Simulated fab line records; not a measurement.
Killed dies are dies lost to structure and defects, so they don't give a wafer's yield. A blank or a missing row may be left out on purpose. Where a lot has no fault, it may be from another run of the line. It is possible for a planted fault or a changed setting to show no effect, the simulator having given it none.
Which of the tools did it?	flow n5 finfet	33 wafers from 11 lots sampled at 2 of the route's 1938 steps

## WHAT EACH GAUGE READ, for each wafer
N5_HKMG_FIN_CD_MEAS_12: the cd target is 92.8 nm.
lot	measured	on	cd nm (nm)
L075	day 4 13:34	cd sem-03	90.7 92.9 90.9
L077	day 5 02:16	cd sem-03	93.0 93.5 93.8
L079	day 5 10:44	cd sem-01	91.6 93.0 93.4
L081	day 5 20:53	cd sem-01	91.8 92.5 91.9
L083	day 6 10:19	cd sem-03	92.3 92.9 92.9
L085	day 6 21:43	cd sem-01	92.4 91.8 94.1
L087	day 7 12:47	cd sem-01	90.8 92.9 93.0
L089	day 7 23:58	cd sem-03	90.9 91.8 91.9
L091	day 8 08:47	cd sem-01	93.1 94.6 93.7
L093	day 8 21:52	cd sem-02	93.2 93.2 94.2
L096	day 9 16:18	cd sem-02	93.8 93.4 93.6

## WHAT TOOL EACH LOT RAN ON (gives the tool, then ch and the chambers of the sampled wafers, and finally the start)
lot	N5_HKMG_FIN_ALD_36
L075	ald metal-02 ch 1,2,3, day 4 12:32
L077	ald metal-04 ch 0,2, day 5 01:07
L079	ald metal-02 ch 0,1,2, day 5 09:43
L081	ald metal-02 ch 0,1,2, day 5 19:52
L083	ald metal-03 ch 0,2,3, day 6 09:10
L085	ald metal-03 ch 0,2, day 6 20:33
L087	ald metal-02 ch 0,1,3, day 7 11:38
L089	ald metal-02 ch 0,1,3, day 7 22:48
L091	ald metal-04 ch 0,1,3, day 8 07:45
L093	ald metal-02 ch 0,1,3, day 8 20:43
L096	ald metal-04 ch 0,1, day 9 15:17
- N5_HKMG_FIN_ALD_36: deposits TiN, target thk 1 nm, pulse time 1 s, purge time 3 s.

## THE ANSWER, worked out from the rows above alone
Rule: what is usual is taken from the lots themselves. Put in order of their means at a reading, lots are off if they are a third of the lots or fewer, leave a main group of 4 or more, and stand apart from it by a gap of 3 or more times the standard deviation of the main group's means; of several such gaps the widest counts. A main group is skipped when, at the precision printed for the reading in the tables above, its means are all equal. A lot without any number at a reading at which 4 lots or more have one is off too. Where the step has rows for the other lots, those lots are counted as sound.
None of the lots is off at any reading shown; this tells nothing.

## WHAT HAD BEEN PUT IN BY THE SIMULATOR
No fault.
